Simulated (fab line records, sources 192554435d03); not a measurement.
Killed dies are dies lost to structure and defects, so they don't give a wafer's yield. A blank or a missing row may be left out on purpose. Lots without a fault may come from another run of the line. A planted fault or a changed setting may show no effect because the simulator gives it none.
Problem report in the 8D (eight disciplines) form, filled by code | flow n5_finfet | the parts of the form that need people (team, actions taken, sign-off) are left out

1. THE PROBLEM
killed_at_M4_up at N5_PASSIVATION_PROBE_49 reads a mean of 900 on 2 wafers of 2 lots; wafers without a fault read 14 with a standard deviation of 6.3. That is +99 or more standard deviations from the usual mean.
First seen on wafer L780.2, day 15 03:17, on prober-01. The record holds 4 wafers of 2 lots with a number at this step. Rule for "out", or "out of limits": more than 4 standard deviations from the usual mean. The other wafers with a number count as sound.

2. WHAT IT IS AND WHAT IT IS NOT
question                    | is                                                                                                                  | is not
which readings at this step | killed_at_M4_up, defect_limited_yield, killed_dies, killed_on_rim, sort_bin_5_function, sort_n_pass, sort_yield_pct | killed_at_M0_to_M3, killed_at_contacts, killed_at_front_end, killed_open, killed_short, sort_bin_6_memory
which lots                  | L780, L784                                                                                                          | -
which wafers of those lots  | L780.2, L784.2                                                                                                      | L780.1, L784.1
read on which tools         | prober-01, prober-02                                                                                                | -
when                        | from day 15 03:17                                                                                                   | up to then (1 sound wafer); but 1 sound wafer of L784 came after

3. SUSPECTS, AND WHAT RULES EACH OUT
Counting: a tool at a process step up to the reading stays a suspect if it ran every lot that is out. Sound lots after the first of them don't rule it out here, since some wafers of a struck lot are sound.
- rie_diel-05 at N5_BEOL_M7_VIA_ETCH_34 (etches SiCOH lowk in C4F6/O2, target depth 125.5 nm, time 50.5 s): kept. It ran every lot that is out, first L780 (day 12 00:35).
Left after counting: rie_diel-05 at N5_BEOL_M7_VIA_ETCH_34.

4. THE CAUSE (what the simulator had put in)
Process parameter drift: rie_diel-05, from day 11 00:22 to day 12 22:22, at N5_BEOL_M7_VIA_ETCH_34. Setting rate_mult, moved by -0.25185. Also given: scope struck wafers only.
Counting left only this tool.

5. THE CHAIN OF EFFECTS, in route order
Each row: a reading whose mean over the struck wafers that have a number lies more than 3 standard deviations from the usual. Only readings for which the record gives a usual standard deviation are gone through. hours: the time from each lot's start at the first step in this table that gives one to its start at this step, as a median over the lots. sigmas: the change in usual standard deviations.
hours | step                    | reading              | usual  | on struck wafers | change | sigmas
0     | N5_PASSIVATION_PROBE_49 | defect_limited_yield | 91.6 % | 16.4             | -75.1  | -47
0     | N5_PASSIVATION_PROBE_49 | killed_at_M4_up      | 14     | 900              | +886   | +99 or more
0     | N5_PASSIVATION_PROBE_49 | killed_dies          | 100    | 986              | +886   | +47
0     | N5_PASSIVATION_PROBE_49 | killed_on_rim        | 13     | 90               | +76    | +18
0     | N5_PASSIVATION_PROBE_49 | sort_bin_5_function  | 5.0 %  | 80.1             | +75.1  | +68
0     | N5_PASSIVATION_PROBE_49 | sort_n_pass          | 1080   | 194              | -886   | -49
0     | N5_PASSIVATION_PROBE_49 | sort_yield_pct       | 91.6 % | 16.4             | -75.1  | -47
The process steps in it:
- N5_PASSIVATION_PROBE_49

6. WHAT WOULD HAVE CAUGHT IT SOONER
In this record the first reading out of limits was taken at day 15 03:17, 99 hours after the fault began at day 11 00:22.
Of the tool readings at N5_BEOL_M7_VIA_ETCH_34 for which the record gives a usual standard deviation, none was out on any struck wafer, so an alarm limit of 4 standard deviations on them would not have fired.
All the lots that are out (2) had begun N5_BEOL_M7_VIA_ETCH_34 on rie_diel-05 by day 15 03:17. A hold on the tool at that time would have spared none of them.
